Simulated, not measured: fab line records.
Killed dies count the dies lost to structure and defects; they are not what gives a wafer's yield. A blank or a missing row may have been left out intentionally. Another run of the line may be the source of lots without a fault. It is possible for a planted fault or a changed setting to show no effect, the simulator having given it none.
Which of the tools did it? | flow nandHarc | 14 lots with 42 wafers sampled at 4 steps, on a route of 1159 steps

WHAT EACH GAUGE READ, for each wafer
Not one reading of a measure or inspect step in the record can be checked against a usual standard deviation.

WHAT TOOL EACH LOT RAN ON (gives the tool, then ch and the chambers of the sampled wafers, and finally the start)
lot  | NHARC_P_CONTACT_ETCH_35           | NHARC_P_CONTACT_CMP_24        | NHARC_P_M0_PEB_07                | NHARC_P_M0_ETCH_15
L483 | rieDiel-12 ch 1,2,3, day 5 14:02  | cmp-02 ch 0,2,3, day 5 21:51  | lithoTrack-01 ch 0, day 5 23:19  | rieDiel-10 ch 0,1,2, no start
L482 | rieDiel-12 ch 0,2,3, day 5 15:41  | cmp-04 ch 0,2,3, day 5 22:26  | lithoTrack-04 ch 0, day 5 23:55  | rieDiel-10 ch 0,2, no start
L486 | rieDiel-02 ch 2,3, day 6 10:30    | cmp-04 ch 0,1,2, day 6 16:18  | lithoTrack-01 ch 0, day 6 17:32  | rieDiel-10 ch 0,1,3, no start
L484 | rieDiel-12 ch 0,3, day 6 14:47    | cmp-01 ch 0,3, day 6 19:56    | lithoTrack-01 ch 0, day 6 21:11  | rieDiel-03 ch 0,1,3, no start
L488 | rieDiel-02 ch 1,3, day 6 19:52    | cmp-04 ch 0,1,2, day 6 22:55  | lithoTrack-06 ch 0, day 7 00:08  | rieDiel-03 ch 0,1,3, no start
L487 | rieDiel-02 ch 2,3, day 6 21:00    | cmp-04 ch 0,1,2, day 6 23:45  | lithoTrack-01 ch 0, day 7 00:56  | rieDiel-10 ch 0,1,2, no start
L489 | rieDiel-12 ch 1,2,3, day 7 12:11  | cmp-04 ch 0,2,3, day 7 16:26  | lithoTrack-06 ch 0, day 7 17:37  | rieDiel-05 ch 0,1,3, no start
L491 | rieDiel-12 ch 1,2, day 7 15:35    | cmp-01 ch 0,1,2, day 7 18:13  | lithoTrack-06 ch 0, day 7 19:27  | rieDiel-10 ch 1,2,3, no start
L494 | rieDiel-12 ch 0,3, day 8 20:04    | cmp-01 ch 2,3, day 9 02:19    | lithoTrack-01 ch 0, day 9 03:41  | rieDiel-05 ch 1,2,3, no start
L497 | rieDiel-07 ch 1,2, day 9 13:13    | cmp-04 ch 0,1,2, day 9 21:09  | lithoTrack-01 ch 0, day 9 22:21  | rieDiel-05 ch 0,1,2, no start
L501 | rieDiel-12 ch 1,2, day 10 01:52   | cmp-01 ch 2,3, day 10 04:30   | lithoTrack-04 ch 0, day 10 05:41 | rieDiel-10 ch 0,2,3, no start
L503 | rieDiel-02 ch 1,3, day 10 17:34   | cmp-01 ch 0,1,2, day 10 21:51 | lithoTrack-06 ch 0, day 10 23:07 | rieDiel-10 ch 0,2, no start
L504 | rieDiel-12 ch 0,2,3, day 10 23:49 | cmp-04 ch 0,2,3, day 11 05:56 | lithoTrack-06 ch 0, day 11 07:11 | rieDiel-03 ch 0,1,2, no start
L505 | rieDiel-12 ch 0,1,2, day 11 09:02 | cmp-01 ch 0,1,2, day 11 14:06 | lithoTrack-01 ch 0, day 11 15:09 | rieDiel-05 ch 2,3, no start
- NHARC_P_CONTACT_ETCH_35: etches the open film in CF4, target depth 39 nm, time 65 s.
- NHARC_P_CONTACT_CMP_24: polishes, t overpolish 30 s, target thk 200 nm.
- NHARC_P_M0_PEB_07: peb time 65 s.
- NHARC_P_M0_ETCH_15: etches the open film in C4F8/Ar, target depth 150 nm, overetch 15 nm, time 82.5 s.

WHAT THE TOOLS THEMSELVES READ (means of the sampled wafers that have a number; where no wafer has one, the mark that the record gives instead)
NHARC_P_CONTACT_ETCH_35. Usual: drypumpMotorCurrentA 5.8 A, standard deviation 0.59; oesProductAu 1.005 a.u., standard deviation 0.01; rfVppV 151.1 V, standard deviation 1.4; showerheadPlenumPTorr 1.76 Torr, standard deviation 0.076; throttleValvePct 13.284 %, standard deviation 0.0088.
lot  | tool       | drypumpMotorCurrentA (A) | oesProductAu (a.u.) | rfVppV (V) | showerheadPlenumPTorr (Torr) | throttleValvePct (%) | flag
L483 | rieDiel-12 | 5.5                      | 1.008               | 151.0      | 1.75                         | 13.279               | 
L482 | rieDiel-12 | 5.6                      | 1.002               | 150.2      | 1.73                         | 13.288               | 
L486 | rieDiel-02 | 5.7                      | 0.989               | 152.1      | 1.83                         | 13.280               | 
L484 | rieDiel-12 | 5.8                      | 1.018               | 149.5      | 1.67                         | 13.282               | 
L488 | rieDiel-02 | 5.8                      | 1.000               | 152.4      | 1.85                         | 13.284               | 
L487 | rieDiel-02 | 5.8                      | 0.999               | 151.4      | 1.80                         | 13.278               | 
L489 | rieDiel-12 | 5.5                      | 1.014               | 150.9      | 1.75                         | 13.284               | 
L491 | rieDiel-12 | 5.9                      | 1.015               | 151.3      | 1.77                         | 13.284               | 
L494 | rieDiel-12 | 6.3                      | 1.013               | 150.4      | 1.68                         | 13.286               | 
L497 | rieDiel-07 | 5.7                      | 1.002               | 151.0      | 1.74                         | 13.292               | 
L501 | rieDiel-12 | 5.3                      | 1.012               | 151.8      | 1.81                         | 13.286               | 
L503 | rieDiel-02 | 5.8                      | 0.988               | 151.5      | 1.84                         | 13.283               | 
L504 | rieDiel-12 | 5.6                      | 1.006               | 149.8      | 1.73                         | 13.281               | 
L505 | rieDiel-12 | 6.0                      | 1.010               | 150.6      | 1.75                         | 13.293               | 

NHARC_P_CONTACT_CMP_24. Usual: motorCurrentA 12.5 A, standard deviation 1.3; overpolishRunS 30.001 s, standard deviation 0.0089; timeToEndpointS 38.3 s, standard deviation 2.4.
lot  | tool   | motorCurrentA (A) | overpolishRunS (s) | timeToEndpointS (s) | flag
L483 | cmp-02 | 11.6              | 29.999             | 38.6                | 
L482 | cmp-04 | 13.5              | 29.998             | 37.6                | 
L486 | cmp-04 | 12.6              | 30.004             | 36.6                | 
L484 | cmp-01 | 11.8              | 30.008             | 38.1                | 
L488 | cmp-04 | 12.5              | 30.001             | 35.8                | 
L487 | cmp-04 | 12.6              | 30.006             | 35.5                | 
L489 | cmp-04 | 13.2              | 30.011             | 35.2                | 
L491 | cmp-01 | 11.9              | 29.999             | 37.6                | 
L494 | cmp-01 | 12.6              | 30.002             | 39.3                | 
L497 | cmp-04 | 12.6              | 29.999             | 37.8                | 
L501 | cmp-01 | 13.3              | 30.002             | 40.2                | 
L503 | cmp-01 | 12.2              | 30.005             | 39.9                | 
L504 | cmp-04 | 13.6              | 29.995             | 37.0                | 
L505 | cmp-01 | 12.4              | 30.005             | 39.0                | 

NHARC_P_M0_PEB_07. Usual: heaterPowerTotalW 156.6 W, standard deviation 0.43; plateTempC 100.02 C, standard deviation 0.16.
lot  | tool          | heaterPowerTotalW (W) | plateTempC (C) | flag
L483 | lithoTrack-01 | 156.6                 | 100.01         | 
L482 | lithoTrack-04 | 156.4                 | 100.04         | 
L486 | lithoTrack-01 | 156.4                 | 100.05         | 
L484 | lithoTrack-01 | 156.5                 | 100.12         | 
L488 | lithoTrack-06 | 156.2                 | 100.35         | 
L487 | lithoTrack-01 | 156.6                 | 99.95          | 
L489 | lithoTrack-06 | 152.6                 | 98.11          | OFF
L491 | lithoTrack-06 | 152.8                 | 98.22          | OFF
L494 | lithoTrack-01 | 156.1                 | 100.07         | 
L497 | lithoTrack-01 | 156.8                 | 100.09         | 
L501 | lithoTrack-04 | 156.9                 | 99.91          | 
L503 | lithoTrack-06 | 156.7                 | 100.07         | 
L504 | lithoTrack-06 | 156.8                 | 99.85          | 
L505 | lithoTrack-01 | 156.9                 | 99.94          | 

NHARC_P_M0_ETCH_15. Usual: oesProductAu 0.957 a.u., standard deviation 0.023; rfVppV 440.1 V, standard deviation 2.5.
lot  | tool       | oesProductAu (a.u.) | rfVppV (V) | flag
L483 | rieDiel-10 | 0.966               | 441.8      | 
L482 | rieDiel-10 | 0.922               | 441.0      | 
L486 | rieDiel-10 | 0.927               | 442.2      | 
L484 | rieDiel-03 | 0.963               | 438.8      | 
L488 | rieDiel-03 | 0.959               | 438.6      | 
L487 | rieDiel-10 | 0.934               | 442.1      | 
L489 | rieDiel-05 | 0.977               | 440.3      | 
L491 | rieDiel-10 | 0.931               | 441.8      | 
L494 | rieDiel-05 | 0.966               | 438.5      | 
L497 | rieDiel-05 | 0.968               | 440.6      | 
L501 | rieDiel-10 | 0.970               | 442.0      | 
L503 | rieDiel-10 | 0.978               | 441.6      | 
L504 | rieDiel-03 | 0.973               | 438.6      | 
L505 | rieDiel-05 | 0.975               | 437.7      | 

THE ANSWER, worked out from the rows above alone
Rule: take the mean of a lot's wafers that have a number; if it is more than 3 standard deviations from the usual mean, the lot is off. Also off: a lot with no number at a reading for which 4 or more lots have one. Any other lot the step has rows for is counted as sound. Order of review: gauges by route order, followed by the tools' own readings, for which a lot's mean as printed above is used. At the first step where some lot is off, the reading lying furthest off is the one used; lots without a number count as furthest.
Off: L489, L491 (NHARC_P_M0_PEB_07, plateTempC).
If a tool, at that step or one of the process steps before it, ran each lot that is off and ran no sound lot following the first of them, it fits. Not one of the candidates tried fits.

WHAT WAS PUT IN BY THE SIMULATOR
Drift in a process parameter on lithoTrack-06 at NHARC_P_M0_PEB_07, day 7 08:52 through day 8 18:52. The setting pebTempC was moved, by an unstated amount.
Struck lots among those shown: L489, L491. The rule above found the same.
